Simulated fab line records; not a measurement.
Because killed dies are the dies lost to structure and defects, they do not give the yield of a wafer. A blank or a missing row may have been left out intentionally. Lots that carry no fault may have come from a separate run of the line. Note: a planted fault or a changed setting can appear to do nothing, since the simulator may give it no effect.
Matching of chambers ; flow n5-finfet ; rie-diel-02 running N5_SD_EPI_N_ETCH_35: 3 sister chambers
The step etches SOC in N2/H2, overetch 108 nm, time 486 s. 14 wafers are shown with their chamber, then 5 later ones without.

== WAFERS, EACH WITH ITS CHAMBER ==
wafer;chamber;drypump-motor-current-A (A);showerhead-plenum-p-Torr (Torr);throttle-valve-pct (%)
L074.2;3;5.9;2.48;23.62
L074.3;1;5.4;2.67;23.80
L074.6;1;5.4;2.67;23.81
L078.2;2;5.8;2.50;24.05
L078.4;3;6.0;2.47;23.65
L078.6;1;5.4;2.66;23.80
L081.1;1;5.4;2.66;23.82
L081.3;3;6.0;2.47;23.66
L081.6;1;5.4;2.66;23.83
L087.1;3;6.0;2.47;23.68
L087.4;2;5.8;2.49;24.07
L087.5;3;6.0;2.47;23.67
L089.4;2;5.8;2.49;24.11
L089.5;1;5.4;2.65;23.85

SIGNATURES (means of the wafers above)
reading;chamber 1;chamber 2;chamber 3;scatter within a chamber
drypump-motor-current-A;5.400;5.800;5.980;0.027
showerhead-plenum-p-Torr;2.6617;2.4933;2.4720;0.00625
throttle-valve-pct;23.8183;24.0767;23.6560;0.0231
Rule: for each reading, subtract the chamber's mean from the wafer's reading, divide by that reading's scatter and square the result; add these up over the readings and take the root, which gives the wafer's distance from the chamber. The wafer belongs to the nearest chamber; if the next one is less than 2 further off, it can't be placed. How the scatter is found: for the shown wafers, subtract from each reading the mean of its chamber, square and add these, divide the total by (wafers less chambers), then take the root.

== WAFERS MISSING THEIR CHAMBER ==
wafer;drypump-motor-current-A (A);showerhead-plenum-p-Torr (Torr);throttle-valve-pct (%)
L089.6;5.7;2.49;24.10
L090.2;5.4;2.65;23.84
L090.6;5.8;2.49;24.09
L097.3;5.4;2.64;23.86
L097.5;6.0;2.46;23.69

== THE CHAMBER EACH PASSED THROUGH ==
wafer;from the rows above;in truth
L089.6;2;2
L090.2;1;1
L090.6;2;2
L097.3;1;1
L097.5;3;3
5 of 5 placed correctly. Can't be placed from these rows: 0. Wrongly placed: 0.
